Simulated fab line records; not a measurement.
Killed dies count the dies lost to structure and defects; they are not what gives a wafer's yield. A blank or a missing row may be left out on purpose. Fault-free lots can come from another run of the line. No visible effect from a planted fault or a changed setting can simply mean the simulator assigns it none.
Chamber matching || flow nand-harc || rie-diel-12 running NHARC_P_BONDPAD_STRIP_15: 3 sister chambers
The step strips in O2. 18 wafers are shown with their chamber, then 7 later ones without.

WAFERS, EACH WITH ITS CHAMBER
{"wafer": "L075.3", "chamber": 3, "showerhead-plenum-p-Torr (Torr)": 3.43, "oes-product-au (a.u.)": 1.016, "rf-vpp-V (V)": 57.1}
{"wafer": "L075.4", "chamber": 1, "showerhead-plenum-p-Torr (Torr)": 3.67, "oes-product-au (a.u.)": 1.005, "rf-vpp-V (V)": 57.4}
{"wafer": "L075.6", "chamber": 1, "showerhead-plenum-p-Torr (Torr)": 3.67, "oes-product-au (a.u.)": 1.000, "rf-vpp-V (V)": 57.3}
{"wafer": "L078.3", "chamber": 1, "showerhead-plenum-p-Torr (Torr)": 3.67, "oes-product-au (a.u.)": 1.007, "rf-vpp-V (V)": 57.7}
{"wafer": "L078.4", "chamber": 0, "showerhead-plenum-p-Torr (Torr)": 3.57, "oes-product-au (a.u.)": 1.013, "rf-vpp-V (V)": 58.0}
{"wafer": "L078.5", "chamber": 0, "showerhead-plenum-p-Torr (Torr)": 3.57, "oes-product-au (a.u.)": 1.008, "rf-vpp-V (V)": 57.8}
{"wafer": "L079.2", "chamber": 1, "showerhead-plenum-p-Torr (Torr)": 3.67, "oes-product-au (a.u.)": 0.996, "rf-vpp-V (V)": 58.5}
{"wafer": "L079.4", "chamber": 0, "showerhead-plenum-p-Torr (Torr)": 3.57, "oes-product-au (a.u.)": 1.002, "rf-vpp-V (V)": 59.4}
{"wafer": "L079.5", "chamber": 3, "showerhead-plenum-p-Torr (Torr)": 3.43, "oes-product-au (a.u.)": 1.018, "rf-vpp-V (V)": 57.3}
{"wafer": "L083.3", "chamber": 3, "showerhead-plenum-p-Torr (Torr)": 3.43, "oes-product-au (a.u.)": 1.009, "rf-vpp-V (V)": 57.0}
{"wafer": "L083.4", "chamber": 1, "showerhead-plenum-p-Torr (Torr)": 3.67, "oes-product-au (a.u.)": 1.003, "rf-vpp-V (V)": 58.6}
{"wafer": "L083.6", "chamber": 0, "showerhead-plenum-p-Torr (Torr)": 3.57, "oes-product-au (a.u.)": 1.010, "rf-vpp-V (V)": 57.6}
{"wafer": "L087.3", "chamber": 1, "showerhead-plenum-p-Torr (Torr)": 3.67, "oes-product-au (a.u.)": 1.012, "rf-vpp-V (V)": 57.6}
{"wafer": "L087.5", "chamber": 0, "showerhead-plenum-p-Torr (Torr)": 3.57, "oes-product-au (a.u.)": 1.010, "rf-vpp-V (V)": 59.0}
{"wafer": "L087.6", "chamber": 1, "showerhead-plenum-p-Torr (Torr)": 3.67, "oes-product-au (a.u.)": 1.007, "rf-vpp-V (V)": 59.5}
{"wafer": "L092.1", "chamber": 1, "showerhead-plenum-p-Torr (Torr)": 3.67, "oes-product-au (a.u.)": 0.984, "rf-vpp-V (V)": 59.4}
{"wafer": "L092.3", "chamber": 3, "showerhead-plenum-p-Torr (Torr)": 3.42, "oes-product-au (a.u.)": 1.011, "rf-vpp-V (V)": 57.8}
{"wafer": "L092.5", "chamber": 1, "showerhead-plenum-p-Torr (Torr)": 3.67, "oes-product-au (a.u.)": 0.984, "rf-vpp-V (V)": 58.2}

SIGNATURES (means of the wafers above)
{"reading": "showerhead-plenum-p-Torr", "chamber 0": 3.5700, "chamber 1": 3.6700, "chamber 3": 3.4275, "scatter within a chamber": 0.00224}
{"reading": "oes-product-au", "chamber 0": 1.00860, "chamber 1": 0.99978, "chamber 3": 1.01350, "scatter within a chamber": 0.00785}
{"reading": "rf-vpp-V", "chamber 0": 58.360, "chamber 1": 58.244, "chamber 3": 57.300, "scatter within a chamber": 0.745}
Rule: distance of a wafer from a chamber = root of the sum over the readings of ((wafer's reading minus chamber's mean) / reading's scatter) squared. If the next closest chamber is less than 2 further off than the closest, the wafer can't be placed; otherwise it belongs to the closest. The scatter: take each reading less its chamber's mean, square it, sum over the shown wafers, divide by the number of wafers less the number of chambers, and take the root.

WAFERS WHOSE CHAMBER IS MISSING
{"wafer": "L093.5", "showerhead-plenum-p-Torr (Torr)": 3.57, "oes-product-au (a.u.)": 0.998, "rf-vpp-V (V)": 58.7}
{"wafer": "L093.6", "showerhead-plenum-p-Torr (Torr)": 3.67, "oes-product-au (a.u.)": 0.991, "rf-vpp-V (V)": 58.0}
{"wafer": "L096.2", "showerhead-plenum-p-Torr (Torr)": 3.42, "oes-product-au (a.u.)": 1.003, "rf-vpp-V (V)": 57.7}
{"wafer": "L096.5", "showerhead-plenum-p-Torr (Torr)": 3.42, "oes-product-au (a.u.)": 1.015, "rf-vpp-V (V)": 57.3}
{"wafer": "L097.2", "showerhead-plenum-p-Torr (Torr)": 3.57, "oes-product-au (a.u.)": 0.998, "rf-vpp-V (V)": 59.6}
{"wafer": "L097.3", "showerhead-plenum-p-Torr (Torr)": 3.67, "oes-product-au (a.u.)": 0.997, "rf-vpp-V (V)": 58.7}
{"wafer": "L097.5", "showerhead-plenum-p-Torr (Torr)": 3.67, "oes-product-au (a.u.)": 0.989, "rf-vpp-V (V)": 58.7}

THE CHAMBER EACH PASSED THROUGH
{"wafer": "L093.5", "from the rows above": 0, "in truth": 0}
{"wafer": "L093.6", "from the rows above": 1, "in truth": 1}
{"wafer": "L096.2", "from the rows above": 3, "in truth": 3}
{"wafer": "L096.5", "from the rows above": 3, "in truth": 3}
{"wafer": "L097.2", "from the rows above": 0, "in truth": 0}
{"wafer": "L097.3", "from the rows above": 1, "in truth": 1}
{"wafer": "L097.5", "from the rows above": 1, "in truth": 1}
Placed correctly: 7 of 7. Not placeable from these rows: 0. Wrongly placed: 0.
